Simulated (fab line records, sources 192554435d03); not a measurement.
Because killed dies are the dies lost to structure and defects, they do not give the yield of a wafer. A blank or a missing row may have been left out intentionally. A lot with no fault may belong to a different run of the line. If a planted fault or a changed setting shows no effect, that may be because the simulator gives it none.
Chamber matching :: flow n5Finfet :: N5_HKMG_FIN_NWFM_ALD_20 on aldMetal-04 has 4 sister chambers
The step deposits TiAlC, target thk 2 nm, pulse time 3 s, purge time 2 s. 18 wafers are shown with their chamber, then 9 later ones without.

== EACH WAFER AND ITS CHAMBER ==
wafer: L076.1
chamber: 3
heaterPowerOuterW (W): 270
heaterPowerW (W): 483
precursorPulseHeightRel: 1.028

wafer: L076.3
chamber: 2
heaterPowerOuterW (W): 235
heaterPowerW (W): 418
precursorPulseHeightRel: 0.985

wafer: L076.5
chamber: 3
heaterPowerOuterW (W): 270
heaterPowerW (W): 485
precursorPulseHeightRel: 1.031

wafer: L078.3
chamber: 0
heaterPowerOuterW (W): 243
heaterPowerW (W): 442
precursorPulseHeightRel: 0.976

wafer: L078.5
chamber: 3
heaterPowerOuterW (W): 274
heaterPowerW (W): 488
precursorPulseHeightRel: 1.010

wafer: L078.6
chamber: 0
heaterPowerOuterW (W): 240
heaterPowerW (W): 449
precursorPulseHeightRel: 1.010

wafer: L080.2
chamber: 1
heaterPowerOuterW (W): 289
heaterPowerW (W): 485
precursorPulseHeightRel: 1.000

wafer: L080.3
chamber: 0
heaterPowerOuterW (W): 242
heaterPowerW (W): 437
precursorPulseHeightRel: 1.022

wafer: L080.6
chamber: 2
heaterPowerOuterW (W): 235
heaterPowerW (W): 429
precursorPulseHeightRel: 1.011

wafer: L081.1
chamber: 2
heaterPowerOuterW (W): 229
heaterPowerW (W): 412
precursorPulseHeightRel: 1.011

wafer: L081.4
chamber: 0
heaterPowerOuterW (W): 236
heaterPowerW (W): 443
precursorPulseHeightRel: 0.990

wafer: L081.6
chamber: 0
heaterPowerOuterW (W): 237
heaterPowerW (W): 445
precursorPulseHeightRel: 0.977

wafer: L084.1
chamber: 1
heaterPowerOuterW (W): 288
heaterPowerW (W): 484
precursorPulseHeightRel: 1.014

wafer: L084.5
chamber: 0
heaterPowerOuterW (W): 235
heaterPowerW (W): 454
precursorPulseHeightRel: 1.016

wafer: L084.6
chamber: 1
heaterPowerOuterW (W): 288
heaterPowerW (W): 496
precursorPulseHeightRel: 1.012

wafer: L085.2
chamber: 0
heaterPowerOuterW (W): 237
heaterPowerW (W): 456
precursorPulseHeightRel: 0.981

wafer: L085.3
chamber: 1
heaterPowerOuterW (W): 284
heaterPowerW (W): 486
precursorPulseHeightRel: 1.014

wafer: L085.5
chamber: 0
heaterPowerOuterW (W): 242
heaterPowerW (W): 435
precursorPulseHeightRel: 1.017

SIGNATURES (averages over the wafers above)
reading: heaterPowerOuterW
chamber 0: 239.00
chamber 1: 287.25
chamber 2: 233.00
chamber 3: 271.33
scatter within a chamber: 2.9

reading: heaterPowerW
chamber 0: 445.12
chamber 1: 487.75
chamber 2: 419.67
chamber 3: 485.33
scatter within a chamber: 6.81

reading: precursorPulseHeightRel
chamber 0: 0.99862
chamber 1: 1.01000
chamber 2: 1.00233
chamber 3: 1.02300
scatter within a chamber: 0.0159
Rule: a wafer's distance from a chamber is the root of the sum, over the readings, of the square of ((its reading less the chamber's mean) divided by the reading's scatter). The wafer belongs to the nearest chamber; if the next one is less than 2 further off, it can't be placed. How the scatter is found: for the shown wafers, subtract from each reading the mean of its chamber, square and add these, divide the total by (wafers less chambers), then take the root.

== WAFERS WITH NO CHAMBER GIVEN ==
wafer: L088.1
heaterPowerOuterW (W): 285
heaterPowerW (W): 480
precursorPulseHeightRel: 0.984

wafer: L088.3
heaterPowerOuterW (W): 273
heaterPowerW (W): 487
precursorPulseHeightRel: 1.001

wafer: L088.5
heaterPowerOuterW (W): 288
heaterPowerW (W): 501
precursorPulseHeightRel: 0.980

wafer: L092.1
heaterPowerOuterW (W): 284
heaterPowerW (W): 486
precursorPulseHeightRel: 0.956

wafer: L092.2
heaterPowerOuterW (W): 236
heaterPowerW (W): 442
precursorPulseHeightRel: 1.006

wafer: L092.3
heaterPowerOuterW (W): 273
heaterPowerW (W): 486
precursorPulseHeightRel: 1.028

wafer: L095.2
heaterPowerOuterW (W): 244
heaterPowerW (W): 450
precursorPulseHeightRel: 1.003

wafer: L095.3
heaterPowerOuterW (W): 266
heaterPowerW (W): 500
precursorPulseHeightRel: 0.974

wafer: L095.4
heaterPowerOuterW (W): 283
heaterPowerW (W): 489
precursorPulseHeightRel: 1.009

== WHICH CHAMBER EACH ONE RAN IN ==
wafer: L088.1
from the rows above: 1
in truth: 1

wafer: L088.3
from the rows above: 3
in truth: 3

wafer: L088.5
from the rows above: 1
in truth: 1

wafer: L092.1
from the rows above: 1
in truth: 1

wafer: L092.2
from the rows above: 0
in truth: 0

wafer: L092.3
from the rows above: 3
in truth: 3

wafer: L095.2
from the rows above: 0
in truth: 0

wafer: L095.3
from the rows above: 3
in truth: 3

wafer: L095.4
from the rows above: 1
in truth: 1
9 of 9 placed correctly. Can't be placed from these rows: 0. Number placed wrongly: 0.
